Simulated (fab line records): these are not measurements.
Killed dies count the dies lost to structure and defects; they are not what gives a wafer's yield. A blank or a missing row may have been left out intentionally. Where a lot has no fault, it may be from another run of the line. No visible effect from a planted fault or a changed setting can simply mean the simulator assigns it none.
Matching of chambers | flow n5_finfet | N5_FIN_SAQP_SPACER2_ALD_28 on ald_sin-03 has 4 sister chambers
The step deposits SiO2, target thk 8.1 nm, pulse time 1 s, purge time 2 s. 8 wafers are shown with their chamber, then 10 later ones without.

WAFERS, EACH WITH ITS CHAMBER
wafer  | chamber | heater_power_w (W) | precursor_pulse_height_rel
L081.5 | 1       | 510                | 1.005
L082.1 | 3       | 515                | 1.007
L082.6 | 0       | 428                | 1.004
L083.2 | 3       | 500                | 1.049
L083.4 | 1       | 505                | 1.033
L083.6 | 2       | 493                | 1.004
L084.1 | 2       | 483                | 0.999
L084.2 | 0       | 424                | 0.974

WAFERS WITH NO CHAMBER GIVEN
wafer  | heater_power_w (W) | precursor_pulse_height_rel
L084.6 | 477                | 1.029
L085.1 | 483                | 1.010
L085.5 | 428                | 0.966
L085.6 | 520                | 1.015
L087.1 | 428                | 1.009
L087.5 | 531                | 0.987
L087.6 | 433                | 1.027
L096.1 | 513                | 1.019
L096.4 | 427                | 1.006
L096.6 | 522                | 0.986

WHICH CHAMBER EACH WENT THROUGH
wafer  | from the rows above     | in truth
L084.6 | 2                       | 2
L085.1 | 2                       | 2
L085.5 | 0                       | 0
L085.6 | can't be placed: 1 or 3 | 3
L087.1 | 0                       | 0
L087.5 | can't be placed: 1 or 3 | 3
L087.6 | 0                       | 0
L096.1 | can't be placed: 1 or 3 | 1
L096.4 | 0                       | 0
L096.6 | can't be placed: 1 or 3 | 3
6 of 10 placed correctly. Not placeable from these rows: 4 (in 4, the candidates include the true chamber). Number placed wrongly: 0.
How it was worked out, from the rows above alone: a wafer's distance from a chamber is the root of the sum, over the readings, of the square of ((its reading less the chamber's mean) divided by the reading's scatter). If the next closest chamber is less than 2 further off than the closest, the wafer can't be placed; otherwise it belongs to the closest. A chamber's mean is the mean of its shown wafers. How the scatter is found: for the shown wafers, subtract from each reading the mean of its chamber, square and add these, divide the total by (wafers less chambers), then take the root.
